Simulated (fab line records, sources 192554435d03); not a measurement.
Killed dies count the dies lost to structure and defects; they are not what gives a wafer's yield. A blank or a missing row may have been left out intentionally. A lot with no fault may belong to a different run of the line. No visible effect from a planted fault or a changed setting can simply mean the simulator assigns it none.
fab line records	flow n5_finfet
[record] lots = 10	wafers = 28	last_day = 20
route steps=1938 shown BEOL_M1@774 BEOL_M4@1111 PASSIVATION@1936
lots with no fault: from the same line, run without faults
start_h: start of the lot's first displayed wafer, in hours after the record's first day	wait_h: how many hours have passed since the lot's step before this one	" as in the row above	L1.1+2: several wafers, shown together as one row	- either no value or no given start	* or withheld: withheld	< > ~ a bound
route shown NAME@n: a module of which the file shows steps, and the number in the route of the first	usual: average and standard deviation across the fault-free wafers	same: alike in all rows	chamber/n: place in a boat	sites: the reading at each site	_std_site: standard deviation of those values	_edge_site: the outer-site mean with the inner-site mean subtracted	radius_mm: how far each site lies from the wafer's centre	mask NAME#n: copy n	behind: the tool/chamber that last shaped the wafer	hold: why the lot was held/for how many hours/how that ended	device: transistor that didn't switch, given as n, p or np	end of line: at the end of the route, the tests of the same wafers	where a step has no rows: the recipe by itself	killed: dies that structure and defects cost at the first sort, which is not the same as the wafer's yield	map: the dies of a wafer, with x for killed, . for not killed, _ for no die there
set.NAME: setting as actually run; set.NAME@STEP: the setting as run at that earlier step	model.NAME: the simulator's own value behind a step, which no gauge read
steps of the route over a sample of lots; a table a step, a row a wafer
services: a tool's chamber out of use, with start hour (start_h, from the record's first day; less than 0 if before it), hours out, and reason
[[steps]]
[step N5_BEOL_M1_HM_OPEN_17]
[recipe] chemistry = Cl2/BCl3	target_depth_a = 200	overetch_a = 60	target = TiN	mask_material = SOC	ion_energy_ev = 150	pressure_mtorr = 10	icp_w = 1000	bias_w = 126	Cl2_flow_sccm = 53.25	bcl3_flow_sccm = 21.75	Ar_flow_sccm = 25
[usual] drypump_motor_current_A = 5.5/0.44	oes_product_au = 0.63/0.083	throttle_valve_pct = 22.09/0.12
lot.wafer	tool	chamber	start_h	wait_h	drypump_motor_current_A	oes_product_au	rf_hours_counter_h	throttle_valve_pct
L950.2	rie_metal-01	0	120.56	0.0	5.0	0.73	16	21.98
L950.3	"	0	"	"	5.0	0.73	-	21.99
L950.5	"	0	"	"	5.0	0.73	-	21.97
L960.1	rie_metal-03	0	185.06	0.0	6.0	0.53	115	22.11
L960.3	"	1	"	"	5.4	0.68	-	22.26
L960.4	"	0	"	"	6.0	0.54	-	22.11
L962.2	rie_metal-01	1	197.02	0.0	5.0	0.51	130	22.25
L962.4	"	0	"	"	5.0	0.71	-	21.99
L962.6	"	0	"	"	5.0	0.71	-	21.98
L963.2	rie_metal-02	1	199.22	0.0	5.0	0.56	101	21.90
L963.5	"	1	"	"	5.0	0.57	-	21.89
L963.6	"	0	"	"	6.1	0.71	-	22.10
L964.1	rie_metal-02	1	207.52	0.1	5.0	0.57	102	21.87
L964.2	"	0	"	"	6.0	0.71	25	22.10
L964.4	"	0	"	"	6.0	0.72	-	22.09
L965.1	rie_metal-03	1	212.91	0.0	5.4	0.68	37	22.26
L965.2	"	0	"	"	6.0	0.53	117	22.12
L965.6	"	1	"	"	5.4	0.67	-	22.26
L966.2	rie_metal-02	0	230.76	0.0	6.0	0.70	28	22.09
L966.3	"	0	"	"	6.0	0.70	-	22.09
L969.2	rie_metal-03	0	241.94	0.0	5.9	0.53	119	22.10
L969.5	"	1	"	"	5.4	0.68	-	22.26
L972.1	rie_metal-02	0	263.26	0.0	6.1	0.69	30	22.11
L972.4	"	1	"	"	5.0	0.55	-	21.91
L972.6	"	1	"	"	5.0	0.55	-	21.93
L973.1	rie_metal-02	1	274.50	0.0	5.0	0.55	107	21.92
L973.4	"	1	"	"	5.0	0.55	-	21.91
L973.6	"	0	"	"	6.1	0.69	-	22.11
[step N5_BEOL_M1_VIA_ETCH_34]
[recipe] chemistry = C4F6/O2	target_depth_a = 678	mask_material = SOC	pressure_mtorr = 15	ion_energy_ev = 250	taper_deg = 4	time_s = 64.4	source_w = 350	bias_w = 170	Ar_flow_sccm = 300	C4F6_flow_sccm = 10	O2_flow_sccm = 10
[usual] drypump_motor_current_A = 5.3/0.44	oes_product_au = 0.75/0.069	rf_vpp_V = 668/6.2	run_length_s = 87.7/0.45	showerhead_plenum_p_Torr = 2.91/0.072	throttle_valve_pct = 30.77/0.24
lot.wafer	tool	chamber	start_h	wait_h	drypump_motor_current_A	oes_product_au	rf_hours_counter_h	rf_vpp_V	run_length_s	showerhead_plenum_p_Torr	throttle_valve_pct
L950.2	rie_diel-04	3	134.25	0.0	5.7	0.78	123	661	87.8	2.85	30.53
L950.3	"	2	"	"	5.5	0.73	176	669	88.3	2.83	30.84
L950.5	"	1	"	"	6.1	0.69	-	660	88.3	2.70	30.67
L960.1	rie_diel-01	0	197.01	0.0	5.5	0.76	151	670	87.2	2.95	30.52
L960.3	"	1	"	"	5.8	0.69	237	674	88.2	2.92	31.02
L960.4	"	3	"	"	4.7	0.73	176	667	88.0	2.95	30.61
L962.2	rie_diel-01	0	209.04	0.0	5.5	0.75	153	672	87.0	2.95	30.53
L962.4	"	2	"	"	5.0	0.76	161	658	88.1	2.83	30.85
L962.6	"	1	"	"	5.8	0.69	-	672	88.3	2.92	31.05
L963.2	rie_diel-02	2	213.58	0.0	4.9	0.83	83	665	87.3	2.99	31.35
L963.5	"	0	"	"	5.0	0.68	-	674	87.2	2.92	30.77
L963.6	"	1	"	"	5.1	0.74	-	662	87.6	2.97	30.57
L964.1	rie_diel-01	1	236.03	0.0	5.7	0.69	247	673	112.9	2.92	31.05
L964.2	"	2	"	"	5.0	0.75	169	656	112.3	2.83	30.84
L964.4	"	3	"	"	4.7	0.73	186	667	88.0	2.94	30.62
L965.1	rie_diel-02	2	236.13	0.0	4.8	0.83	90	666	87.7	2.99	31.37
L965.2	"	3	"	"	5.5	0.80	93	670	88.7	2.98	30.50
L965.6	"	0	"	"	5.0	0.68	-	672	87.4	2.92	30.79
L966.2	rie_diel-01	3	244.24	0.0	4.6	0.72	187	667	112.4	2.94	30.62
L966.3	"	1	"	"	5.8	0.69	248	676	88.0	2.91	31.06
L969.2	rie_diel-01	0	254.26	0.0	5.5	0.73	165	671	111.9	2.94	30.52
L969.5	"	3	"	"	4.6	0.72	-	666	87.6	2.94	30.63
L972.1	rie_diel-04	3	274.03	0.0	5.7	0.73	169	661	87.7	2.83	30.58
L972.4	"	0	"	"	6.1	0.92	20	678	86.8	2.90	30.84
L972.6	"	3	"	"	5.7	0.74	-	660	87.9	2.83	30.58
L973.1	rie_diel-04	1	279.04	0.0	6.1	0.95	5	670	88.5	3.03	30.61
L973.4	"	0	"	"	6.1	0.93	21	679	87.0	2.90	30.79
L973.6	"	3	"	"	5.6	0.73	-	659	87.8	2.83	30.58
[step N5_BEOL_M1_STRIP_97]
[recipe] chemistry = N2/H2	time_s = 10	power_w = 450	temp_c = 40	pressure_mtorr = 20	rf_frequency_hz = 6e+07	bias_power_w = 7	n2_flow_sccm = 200	h2_flow_sccm = 200
[usual] drypump_motor_current_A = 5.3/0.44	oes_product_au = 0.75/0.068	rf_vpp_V = 59.3/0.8	showerhead_plenum_p_Torr = 2.61/0.069	throttle_valve_pct = 23.7/0.3
lot.wafer	tool	chamber	start_h	wait_h	drypump_motor_current_A	oes_product_au	rf_hours_counter_h	rf_vpp_V	showerhead_plenum_p_Torr	throttle_valve_pct
L950.2	rie_diel-04	3	-	-	5.6	0.77	123	58.6	2.54	23.5
L950.3	"	2	"	"	5.5	0.73	176	58.5	2.52	23.7
L950.5	"	1	"	"	6.1	0.69	-	59.4	2.41	23.5
L960.1	rie_diel-01	0	-	-	5.5	0.74	151	59.8	2.65	23.5
L960.3	"	1	"	"	5.8	0.69	237	60.0	2.61	24.1
L960.4	"	3	"	"	4.7	0.74	176	58.9	2.64	23.4
L962.2	rie_diel-01	0	-	-	5.5	0.74	153	59.5	2.65	23.5
L962.4	"	2	"	"	5.0	0.75	161	58.9	2.53	23.7
L962.6	"	1	"	"	5.8	0.70	-	59.3	2.61	24.1
L963.2	rie_diel-02	2	-	-	4.8	0.83	83	58.6	2.68	24.4
L963.5	"	0	"	"	5.1	0.69	-	58.6	2.63	23.7
L963.6	"	1	"	"	5.1	0.76	-	60.4	2.64	23.5
L964.1	rie_diel-01	1	-	-	5.8	0.68	247	59.7	2.61	24.1
L964.2	"	2	"	"	5.0	0.74	169	59.1	2.53	23.7
L964.4	"	3	"	"	4.6	0.73	186	59.5	2.63	23.4
L965.1	rie_diel-02	2	-	-	4.8	0.82	90	60.9	2.68	24.4
L965.2	"	3	"	"	5.5	0.80	93	58.8	2.68	23.3
L965.6	"	0	"	"	5.1	0.68	-	60.3	2.62	23.8
L966.2	rie_diel-01	3	-	-	4.6	0.72	187	59.3	2.63	23.4
L966.3	"	1	"	"	5.8	0.69	248	58.7	2.61	24.1
L969.2	rie_diel-01	0	-	-	5.5	0.73	165	58.4	2.64	23.5
L969.5	"	3	"	"	4.7	0.72	-	60.0	2.63	23.4
L972.1	rie_diel-04	3	-	-	5.6	0.73	169	59.7	2.52	23.5
L972.4	"	0	"	"	6.1	0.94	20	59.9	2.60	23.7
L972.6	"	3	"	"	5.7	0.73	-	60.2	2.52	23.5
L973.1	rie_diel-04	1	-	-	6.1	0.96	5	60.6	2.71	23.3
L973.4	"	0	"	"	6.1	0.93	21	60.0	2.60	23.7
L973.6	"	3	"	"	5.7	0.73	-	60.2	2.52	23.5
[step N5_BEOL_M1_DEGAS_44]
[recipe] ambient = vacuum	temp_c = 250	time_s = 60
[usual] heater_power_w = 315/36
lot.wafer	tool	chamber	start_h	wait_h	heater_power_w
L950.2	pvd_sputter-02	-	135.08	0.4	281
L950.3	"	-	"	"	304
L950.5	"	-	"	"	354
L960.1	pvd_sputter-01	-	197.98	0.6	303
L960.3	"	-	"	"	352
L960.4	"	-	"	"	312
L962.2	pvd_sputter-02	-	209.63	0.2	294
L962.4	"	-	"	"	281
L962.6	"	-	"	"	288
L963.2	pvd_sputter-03	-	214.44	0.4	249
L963.5	"	-	"	"	409
L963.6	"	-	"	"	278
L964.1	pvd_sputter-01	-	236.54	0.1	287
L964.2	"	-	"	"	362
L964.4	"	-	"	"	308
L965.1	pvd_sputter-01	-	239.44	2.8	286
L965.2	"	-	"	"	303
L965.6	"	-	"	"	315
L966.2	pvd_sputter-01	-	244.81	0.1	324
L966.3	"	-	"	"	300
L969.2	pvd_sputter-01	-	255.06	0.4	285
L969.5	"	-	"	"	291
L972.1	pvd_sputter-02	-	274.89	0.4	345
L972.4	"	-	"	"	324
L972.6	"	-	"	"	348
L973.1	pvd_sputter-02	-	279.84	0.4	311
L973.4	"	-	"	"	280
L973.6	"	-	"	"	354
[step N5_BEOL_M4_RC_MEAS_101]
[usual] DIBL_N = 36.3/1.2	DIBL_P = 36.3/1.4	IOFF_N = 0.160/0.02	IOFF_P = 0.210/0.025	ION_N = 675/9.5	ION_P = 462/7	SS_N = 71.5/0.53	SS_P = 73.4/0.55	VT_N = 249.5/2.6	VT_P = -250.1/2.9
lot.wafer	tool	chamber	start_h	wait_h	DIBL_N[mV/V]	DIBL_P[mV/V]	IOFF_N[nA/um]	IOFF_P[nA/um]	ION_N[uA/um]	ION_P[uA/um]	SS_N[mV/dec]	SS_P[mV/dec]	VT_N[mV]	VT_P[mV]
L950.2	prober-01	0	195.54	0.2	36.1	36.3	0.164	0.226	678	466	71.2	72.9	249.9	-248.1
L950.3	"	0	"	"	35.3	35.3	0.164	0.217	682	462	71.3	73.2	249.6	-246.8
L950.5	"	0	"	"	34.3	34.0	0.140	0.194	667	458	70.9	73.2	252.4	-250.2
L960.1	prober-01	0	266.57	0.0	37.4	37.5	0.188	0.264	683	474	71.3	72.9	245.9	-243.1
L960.3	"	0	"	"	38.1	37.9	0.201	0.283	684	473	71.3	73.1	244.1	-245.8
L960.4	"	0	"	"	38.0	37.0	0.192	0.258	691	472	71.4	73.5	246.1	-245.2
L962.2	prober-02	0	287.95	0.2	36.9	36.0	0.189	0.241	691	476	72.0	73.2	243.7	-246.1
L962.4	"	0	"	"	36.4	36.5	0.184	0.248	687	469	71.9	73.6	244.9	-246.3
L962.6	"	0	"	"	35.2	34.8	0.161	0.212	682	465	71.8	73.0	248.2	-247.9
L963.2	prober-01	0	290.49	0.2	37.2	37.4	0.169	0.239	684	459	72.5	73.6	247.4	-250.6
L963.5	"	0	"	"	37.8	37.3	0.180	0.244	679	466	72.3	73.9	245.2	-247.5
L963.6	"	0	"	"	37.4	37.1	0.168	0.236	679	470	71.8	72.7	250.2	-246.4
L964.1	prober-02	0	311.70	0.0	36.7	36.2	0.163	0.195	665	451	71.7	73.4	248.8	-249.6
L964.2	"	0	"	"	38.7	38.6	0.209	0.239	682	460	72.5	73.7	246.4	-246.2
L964.4	"	0	"	"	35.9	35.9	0.159	0.207	675	461	72.3	73.2	248.9	-251.1
L965.1	prober-01	0	317.22	0.0	36.4	36.7	0.158	0.191	683	464	72.2	73.5	251.5	-252.5
L965.2	"	0	"	"	35.2	36.0	0.150	0.186	678	459	72.1	72.6	249.7	-253.6
L965.6	"	0	"	"	37.0	38.2	0.183	0.222	688	469	72.0	74.2	247.0	-250.8
L966.2	prober-01	0	329.33	0.2	37.6	37.1	0.161	0.217	668	463	72.0	73.6	248.7	-250.7
L966.3	"	0	"	"	36.9	37.0	0.153	0.216	659	459	72.1	73.9	250.8	-249.5
L969.2	prober-01	0	338.78	0.2	35.9	35.7	0.131	0.184	659	449	70.8	73.0	253.3	-254.3
L969.5	"	0	"	"	35.7	35.6	0.134	0.183	650	449	71.6	72.8	253.9	-253.9
L973.1	prober-01	0	356.00	0.0	33.8	35.9	0.157	0.187	675	459	70.8	73.3	248.4	-252.7
L973.4	"	0	"	"	35.6	36.3	0.190	0.194	668	452	71.2	73.7	248.9	-254.3
L973.6	"	0	"	"	36.2	37.2	0.183	0.204	668	452	71.7	74.0	250.5	-252.4
L972.1	prober-02	0	363.29	0.0	35.3	36.4	0.154	0.208	679	472	71.6	72.7	247.8	-249.9
L972.4	"	0	"	"	34.8	34.8	0.143	0.183	683	466	70.8	72.7	248.7	-250.5
L972.6	"	0	"	"	34.6	35.8	0.151	0.206	691	466	71.3	72.1	250.1	-247.9
[step N5_PASSIVATION_PROBE_49]
[usual] defect_limited_yield = 90.9/1.3	killed_at_M0_to_M3 = 36/11	killed_at_M4_up = 13/5.1	killed_at_contacts = 14/4.9	killed_at_front_end = 41/10	killed_at_other = 3.4/2.6	killed_dies = 107/16	killed_open = 70/11	killed_short = 36/7.8	sort_bin_5_function = 5.4/0.84	sort_bin_6_memory = 3.4/0.67	sort_bin_8_speed = 0.00/0.0099	sort_n_pass = 1073/16	sort_yield_pct = 90.9/1.3
[same] gross_dies = 1180	killed_at_back_side = 0	sort_bin_4_leakage[%] = 0
lot.wafer	tool	chamber	start_h	wait_h	defect_limited_yield[%]	killed_at_M0_to_M3	killed_at_M4_up	killed_at_contacts	killed_at_front_end	killed_at_other	killed_dies	killed_open	killed_short	sort_bin_5_function[%]	sort_bin_6_memory[%]	sort_bin_8_speed[%]	sort_n_pass	sort_yield_pct[%]
L963.2	prober-01	-	395.95	0.1	90.4	38	21	9	40	5	113	73	40	6.4	3.1	0	1067	90.4
L963.5	prober-01	-	396.10	0.2	89.6	46	18	18	34	7	123	78	44	5.9	4.1	0	1057	89.6
L963.6	prober-01	-	396.15	0.3	89.8	43	12	8	53	4	120	68	51	6.1	3.7	0	1060	89.8
L966.2	prober-01	-	451.21	0.1	93.6	20	9	13	33	0	75	46	27	4.2	1.9	0	1105	93.6
L966.3	prober-01	-	451.26	0.1	91.6	15	16	8	50	10	99	69	30	5.0	3.0	0	1081	91.6
L969.2	prober-01	-	461.08	0.1	92.4	39	15	5	31	0	90	57	31	4.5	3.1	0	1090	92.4
L969.5	prober-01	-	461.23	0.2	89.6	47	19	17	37	3	123	80	40	5.7	4.4	0	1057	89.6
L972.1	prober-01	-	479.05	0.0	89.4	50	18	6	51	0	125	96	28	6.5	4.1	0	1055	89.4
L972.4	prober-01	-	479.20	0.2	89.5	52	18	9	41	4	124	70	50	5.6	4.4	0	1056	89.5
L972.6	prober-01	-	479.30	0.3	89.8	54	16	8	41	1	120	69	48	5.8	4.3	0	1060	89.8
// killed by level:class
L963.2 FIN_SAQP:geometric_particle:open=14 BEOL_M0_SAQP:geometric_particle:open=11 BEOL_M4:geometric_particle:open=11 FIN_SAQP:geometric_particle:short=9 BEOL_M0_SAQP:geometric_particle:short=8 BEOL_M3:geometric_particle:open=8 MOL_CONTACT_COAG:geometric_particle:open=6 GATE_CUT:geometric_particle:short=5
L963.5 BEOL_M0_SAQP:geometric_particle:open=16 MOL_CONTACT_COAG:geometric_particle:open=13 FIN_SAQP:geometric_particle:short=11 FIN_SAQP:geometric_particle:open=9 BEOL_M0_SAQP:geometric_particle:short=9 BEOL_M3:geometric_particle:open=9 BEOL_M4:geometric_particle:open=7 MOL_CONTACT_COAG:geometric_particle:short=5
L963.6 FIN_SAQP:geometric_particle:short=14 BEOL_M0_SAQP:geometric_particle:open=13 BEOL_M0_SAQP:geometric_particle:short=9 DUMMY_GATE:geometric_particle:open=7 GATE_CUT:geometric_particle:short=7 MOL_CONTACT_COAG:geometric_particle:open=7 FIN_SAQP:geometric_particle:open=6 BEOL_M1:geometric_particle:open=6
L966.2 MOL_CONTACT_COAG:geometric_particle:open=12 FIN_SAQP:geometric_particle:short=8 FIN_SAQP:geometric_particle:open=5 STI_FIN_REVEAL:geometric_particle:open=5 BEOL_M3:geometric_particle:open=5 BEOL_M4:geometric_particle:open=5 ILD0:geometric_particle:short=4 BEOL_M0_SAQP:geometric_particle:short=4
L966.3 FIN_SAQP:geometric_particle:open=19 STI_FIN_REVEAL:geometric_particle:open=10 BEOL_M4:geometric_particle:open=10 FIN_SAQP:geometric_particle:short=8 MOL_CONTACT_COAG:geometric_particle:open=6 BEOL_M0_SAQP:geometric_particle:open=5 PAD_METAL:geometric_particle:short=4 ILD0:geometric_particle:short=3
L969.2 BEOL_M0_SAQP:geometric_particle:short=12 BEOL_M0_SAQP:geometric_particle:open=11 STI_FIN_REVEAL:geometric_particle:open=8 DUMMY_GATE:geometric_particle:open=6 GATE_CUT:geometric_particle:open=5 MOL_CONTACT_COAG:geometric_particle:open=5 BEOL_M1:geometric_particle:open=5 BEOL_M0:geometric_particle:open=4
L969.5 MOL_CONTACT_COAG:geometric_particle:open=13 BEOL_M0_SAQP:geometric_particle:short=13 BEOL_M0_SAQP:geometric_particle:open=11 BEOL_M4:geometric_particle:open=8 STI_FIN_REVEAL:geometric_particle:open=8 BEOL_M3:geometric_particle:short=8 DUMMY_GATE:geometric_particle:open=7 FIN_SAQP:geometric_particle:short=6
L972.1 FIN_SAQP:geometric_particle:open=15 BEOL_M1:geometric_particle:open=11 BEOL_M3:geometric_particle:open=10 BEOL_M0_SAQP:geometric_particle:open=10 BEOL_M4:geometric_particle:open=8 FIN_SAQP:geometric_particle:short=7 STI_FIN_REVEAL:geometric_particle:open=6 BEOL_M2:geometric_particle:open=6
L972.4 STI_FIN_REVEAL:geometric_particle:open=14 BEOL_M0_SAQP:geometric_particle:short=14 BEOL_M2:geometric_particle:open=11 BEOL_M0_SAQP:geometric_particle:open=7 FIN_SAQP:geometric_particle:short=6 MOL_CONTACT_COAG:geometric_particle:open=5 BEOL_M4:geometric_particle:open=5 STI_FIN_REVEAL:geometric_particle:short=4
L972.6 FIN_SAQP:geometric_particle:short=15 BEOL_M0_SAQP:geometric_particle:short=14 BEOL_M2:geometric_particle:open=12 BEOL_M0_SAQP:geometric_particle:open=10 BEOL_M4:geometric_particle:open=10 BEOL_M1:geometric_particle:open=9 FIN_SAQP:geometric_particle:open=5 DUMMY_GATE:geometric_particle:open=5
[[services]]
tool	chamber	start_h	hours	kind
rie_diel-02	0	100.91	6.0	repair
pvd_sputter-01	-	112.49	2.9	repair
rie_diel-02	2	137.47	6.3	repair
rie_metal-01	1	154.16	10.1	repair
rie_diel-02	3	164.68	12.2	repair
rie_metal-01	-	169.85	1.4	pm
rie_diel-04	1	180.16	11.0	repair
rie_diel-04	0	191.20	-	clean
rie_diel-04	0	191.20	-	consumable_replace:focus_ring
rie_diel-04	0	191.20	20.1	scheduled_down
rie_diel-04	0	191.20	20.1	vent_cycle
rie_diel-02	-	195.75	0.3	repair
rie_diel-02	3	210.60	4.7	repair
rie_diel-04	1	237.23	-	clean
rie_diel-04	1	237.23	-	consumable_replace:focus_ring
rie_diel-04	1	237.23	-	consumable_replace:showerhead
rie_diel-04	1	237.23	24.6	scheduled_down
rie_diel-02	-	249.18	0.2	repair
rie_metal-02	-	251.55	0.3	repair
rie_diel-01	1	251.59	-	clean
rie_diel-01	1	251.59	-	consumable_replace:focus_ring
rie_diel-01	1	251.59	17.7	scheduled_down
rie_diel-01	1	251.59	17.7	vent_cycle
rie_metal-03	-	274.07	1.4	pm
[[key]]
[first_sign] step = N5_BEOL_M1_VIA_ETCH_34	reading = run_length_s	direction = up	sigmas = 55	usual = *	struck = *
effect none on later readings
met_at N5_BEOL_M1_VIA_ETCH_34
struck_lots L964,L966,L969
struck_wafers L964.1,L964.2,L966.2,L969.2
not_acting_at N5_BEOL_M1_HM_OPEN_17,N5_BEOL_M1_STRIP_97,N5_BEOL_M1_DEGAS_44
onset_between 209.04 236.03
[fault] kind = process_parameter_drift	tool = rie_diel-01	chamber = -	onset_h = 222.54	steps = N5_BEOL_M1_VIA_ETCH_34	channel = time_s	offset = *	shape = step	end_h = 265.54	scope = struck_wafers_only	acts_in = *	stated = *
